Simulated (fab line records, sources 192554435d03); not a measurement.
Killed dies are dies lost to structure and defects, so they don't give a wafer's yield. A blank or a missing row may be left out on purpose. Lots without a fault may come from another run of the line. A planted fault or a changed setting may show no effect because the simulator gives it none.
One fault seen from 3 desks | flow n5_finfet | each desk has only its own numbers; what lay behind them comes last

THE DEFECT DESK
What the inspections along the route counted, lot by lot: means of the sampled wafers that have a number. A lot is out of limits, marked OUT, if its mean lies more than 4 standard deviations from the usual mean; the brackets give that distance.
Columns: A = raw_defect_count at N5_BEOL_M8_INSPECT_30, usual 419
lot  | first seen here | A
L319 | day 10 04:44    | 413
L318 | day 10 22:44    | 285
L320 | day 11 09:52    | 425
L324 | day 12 07:53    | 396
L328 | day 13 10:36    | 383
L332 | day 14 07:29    | 1346 (+10) OUT
L336 | day 15 02:04    | 373
L339 | day 15 07:48    | 466
L340 | day 16 04:37    | 400
This desk's finding: out of limits on L332; first on L332, day 14 07:29 (raw_defect_count at N5_BEOL_M8_INSPECT_30). In limits: L319, L318, L320, L324, L328, L336, L339, L340.

THE TOOL OWNER'S DESK: rie_diel-03
The tool's own readings at N5_BEOL_M8_STRIP_19 (strips in O2): means of the sampled wafers that have a number, for each lot that ran on this tool. A lot is out of limits, marked OUT, if its mean lies more than 4 standard deviations from the usual mean; the brackets give that distance.
Columns: A = drypump_motor_current_A at N5_BEOL_M8_STRIP_19, usual 5.7 A; B = o2_flow_sccm at N5_BEOL_M8_STRIP_19, usual 224.9 sccm; C = oes_product_au at N5_BEOL_M8_STRIP_19, usual 0.82 a.u.; D = rf_vpp_V at N5_BEOL_M8_STRIP_19, usual 3.7 V; E = showerhead_plenum_p_Torr at N5_BEOL_M8_STRIP_19, usual 2.13 Torr; F = throttle_valve_pct at N5_BEOL_M8_STRIP_19, usual 16.69 %
lot  | first seen here | A   | B     | C    | D   | E    | F
L324 | day 12 07:21    | 5.7 | 225.2 | 0.83 | 3.2 | 2.21 | 16.57
L328 | day 13 09:10    | 5.8 | 225.1 | 0.84 | 3.3 | 2.18 | 16.82
L332 | day 14 06:14    | 5.9 | 225.1 | 0.89 | 3.8 | 2.16 | 16.75
This desk's finding: nothing out of limits on any of the 3 lots.

THE METROLOGY DESK
What the gauges read, lot by lot, whatever tool the lot ran on: means of the sampled wafers that have a number. A lot is out of limits, marked OUT, if its mean lies more than 4 standard deviations from the usual mean; the brackets give that distance.
Columns: A = M8_ILD_THK at N5_BEOL_M8_THK_MEAS_01, usual 154.9 nm
lot  | first seen here | A
L319 | day 10 00:19    | 155.0
L318 | day 10 19:32    | 156.0
L320 | day 11 06:46    | 157.1
L324 | day 12 05:25    | 153.2
L328 | day 13 07:26    | 156.3
L332 | day 14 03:16    | 156.2
L336 | day 15 00:07    | 155.0
L339 | day 15 01:08    | 153.9
L340 | day 16 02:14    | 155.8
This desk's finding: nothing out of limits on any of the 9 lots.

PUT TOGETHER
The defect desk could have raised an alarm at day 14 07:29, on L332.
The tool owner's desk saw nothing out of limits.
The metrology desk saw nothing out of limits.
The tool owner's desk has L332 on record, within its limits.
The metrology desk has L332 on record, within its limits.
Of the lots named, all ran N5_BEOL_M8_STRIP_19 on rie_diel-03.

WHAT THE SIMULATOR HAD PUT IN
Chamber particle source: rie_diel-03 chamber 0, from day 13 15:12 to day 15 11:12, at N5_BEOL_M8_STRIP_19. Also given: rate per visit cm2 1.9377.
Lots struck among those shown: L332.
Hours from the fault's start to each desk's first reading out of limits: the defect desk, 16.
